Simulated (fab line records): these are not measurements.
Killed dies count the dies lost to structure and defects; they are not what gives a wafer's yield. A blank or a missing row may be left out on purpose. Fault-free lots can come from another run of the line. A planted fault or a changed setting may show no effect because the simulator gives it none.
Matching of chambers || flow n5Finfet || N5_FIN_CUT_CUT_ETCH_26 on rieDiel-05: 4 sister chambers
The step etches SiNx in CH3F/O2, target depth 39 nm, time 55.7 s. 14 wafers are shown with their chamber, then 7 later ones without.

WAFERS PAIRED WITH THEIR CHAMBERS
{"wafer": "L075.1", "chamber": 2, "drypumpMotorCurrentA (A)": 5.2, "rfVppV (V)": 288, "showerheadPlenumPTorr (Torr)": 2.01}
{"wafer": "L075.5", "chamber": 0, "drypumpMotorCurrentA (A)": 5.8, "rfVppV (V)": 302, "showerheadPlenumPTorr (Torr)": 2.08}
{"wafer": "L075.6", "chamber": 1, "drypumpMotorCurrentA (A)": 5.5, "rfVppV (V)": 294, "showerheadPlenumPTorr (Torr)": 1.99}
{"wafer": "L077.2", "chamber": 3, "drypumpMotorCurrentA (A)": 5.8, "rfVppV (V)": 302, "showerheadPlenumPTorr (Torr)": 2.00}
{"wafer": "L077.5", "chamber": 1, "drypumpMotorCurrentA (A)": 5.5, "rfVppV (V)": 294, "showerheadPlenumPTorr (Torr)": 1.99}
{"wafer": "L077.6", "chamber": 2, "drypumpMotorCurrentA (A)": 5.2, "rfVppV (V)": 289, "showerheadPlenumPTorr (Torr)": 2.01}
{"wafer": "L081.1", "chamber": 2, "drypumpMotorCurrentA (A)": 5.3, "rfVppV (V)": 290, "showerheadPlenumPTorr (Torr)": 2.01}
{"wafer": "L081.4", "chamber": 0, "drypumpMotorCurrentA (A)": 5.8, "rfVppV (V)": 302, "showerheadPlenumPTorr (Torr)": 2.08}
{"wafer": "L081.6", "chamber": 2, "drypumpMotorCurrentA (A)": 5.3, "rfVppV (V)": 290, "showerheadPlenumPTorr (Torr)": 2.01}
{"wafer": "L082.1", "chamber": 3, "drypumpMotorCurrentA (A)": 5.8, "rfVppV (V)": 302, "showerheadPlenumPTorr (Torr)": 1.99}
{"wafer": "L082.2", "chamber": 2, "drypumpMotorCurrentA (A)": 5.3, "rfVppV (V)": 291, "showerheadPlenumPTorr (Torr)": 2.01}
{"wafer": "L082.5", "chamber": 3, "drypumpMotorCurrentA (A)": 5.8, "rfVppV (V)": 303, "showerheadPlenumPTorr (Torr)": 1.99}
{"wafer": "L087.2", "chamber": 2, "drypumpMotorCurrentA (A)": 5.2, "rfVppV (V)": 289, "showerheadPlenumPTorr (Torr)": 2.00}
{"wafer": "L087.3", "chamber": 0, "drypumpMotorCurrentA (A)": 5.8, "rfVppV (V)": 303, "showerheadPlenumPTorr (Torr)": 2.07}

SIGNATURES (means of the wafers above)
{"reading": "drypumpMotorCurrentA", "chamber 0": 5.800, "chamber 1": 5.500, "chamber 2": 5.250, "chamber 3": 5.800, "scatter within a chamber": 0.0387}
{"reading": "rfVppV", "chamber 0": 302.33, "chamber 1": 294.00, "chamber 2": 289.50, "chamber 3": 302.33, "scatter within a chamber": 0.827}
{"reading": "showerheadPlenumPTorr", "chamber 0": 2.0767, "chamber 1": 1.9900, "chamber 2": 2.0083, "chamber 3": 1.9933, "scatter within a chamber": 0.00465}
Rule: a wafer's distance from a chamber is the root of the sum, over the readings, of the square of ((its reading less the chamber's mean) divided by the reading's scatter). The wafer belongs to the nearest chamber; if the next one is less than 2 further off, it can't be placed. The scatter: the root of (the sum of the squares of (reading less its chamber's mean) over the shown wafers, divided by (wafers less chambers)).

WAFERS WITH NO CHAMBER GIVEN
{"wafer": "L087.5", "drypumpMotorCurrentA (A)": 5.9, "rfVppV (V)": 302, "showerheadPlenumPTorr (Torr)": 1.99}
{"wafer": "L088.1", "drypumpMotorCurrentA (A)": 5.8, "rfVppV (V)": 304, "showerheadPlenumPTorr (Torr)": 1.99}
{"wafer": "L088.3", "drypumpMotorCurrentA (A)": 5.6, "rfVppV (V)": 292, "showerheadPlenumPTorr (Torr)": 1.98}
{"wafer": "L088.5", "drypumpMotorCurrentA (A)": 5.8, "rfVppV (V)": 301, "showerheadPlenumPTorr (Torr)": 2.07}
{"wafer": "L090.1", "drypumpMotorCurrentA (A)": 5.5, "rfVppV (V)": 293, "showerheadPlenumPTorr (Torr)": 1.98}
{"wafer": "L090.3", "drypumpMotorCurrentA (A)": 5.9, "rfVppV (V)": 303, "showerheadPlenumPTorr (Torr)": 1.99}
{"wafer": "L090.4", "drypumpMotorCurrentA (A)": 5.8, "rfVppV (V)": 301, "showerheadPlenumPTorr (Torr)": 2.07}

WHICH CHAMBER EACH WENT THROUGH
{"wafer": "L087.5", "from the rows above": 3, "in truth": 3}
{"wafer": "L088.1", "from the rows above": 3, "in truth": 3}
{"wafer": "L088.3", "from the rows above": 1, "in truth": 1}
{"wafer": "L088.5", "from the rows above": 0, "in truth": 0}
{"wafer": "L090.1", "from the rows above": 1, "in truth": 1}
{"wafer": "L090.3", "from the rows above": 3, "in truth": 3}
{"wafer": "L090.4", "from the rows above": 0, "in truth": 0}
Correctly placed: 7 of 7. From these rows, 0 cannot be placed. Wrongly placed: 0.
